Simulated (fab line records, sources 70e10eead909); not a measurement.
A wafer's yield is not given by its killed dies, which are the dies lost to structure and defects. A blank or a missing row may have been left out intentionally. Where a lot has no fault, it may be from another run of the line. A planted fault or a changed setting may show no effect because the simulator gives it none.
Matching of chambers    flow nand harc    NHARC_A_CHANNEL_FILL_D1_CMP_10 on cmp-03: 4 sister chambers
The step polishes, target thk 150 nm. 4 wafers are shown with their chamber, then 9 later ones without.

== WAFERS, EACH WITH ITS CHAMBER ==
wafer   chamber  time to endpoint s (s)
L084.1  1        12.2
L083.1  2        18.0
L083.4  3        11.0
L083.6  0        13.6

== WAFERS WITHOUT THEIR CHAMBER ==
wafer   time to endpoint s (s)
L091.1  15.7
L091.4  15.0
L091.5  17.3
L092.1  14.5
L092.3  15.2
L092.5  16.7
L097.2  15.6
L097.4  11.4
L097.6  13.6

== WHICH CHAMBER EACH ONE RAN IN ==
wafer   from the rows above                in truth
L091.1  can't be placed: 0 or 2 or 1 or 3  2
L091.4  can't be placed: 0 or 1 or 2 or 3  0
L091.5  2                                  2
L092.1  can't be placed: 0 or 1 or 2 or 3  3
L092.3  can't be placed: 0 or 2 or 1 or 3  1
L092.5  can't be placed: 2 or 0            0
L097.2  can't be placed: 0 or 2 or 1 or 3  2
L097.4  can't be placed: 3 or 1 or 0       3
L097.6  can't be placed: 0 or 1 or 3       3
Placed correctly: 1 of 9. Can't be placed from these rows: 8 (the true chamber is among the candidates in 8). 0 placed wrongly.
How it was worked out, from the rows above alone: a wafer's distance from a chamber is the root of the sum, over the readings, of the square of ((its reading less the chamber's mean) divided by the reading's scatter). The wafer belongs to the nearest chamber; if the next one is less than 2 further off, it can't be placed. A chamber's mean is the mean of its shown wafers. The scatter (one wafer shown for each chamber): square how far every hidden wafer sits from the nearest shown wafer, average those squares and take the square root.
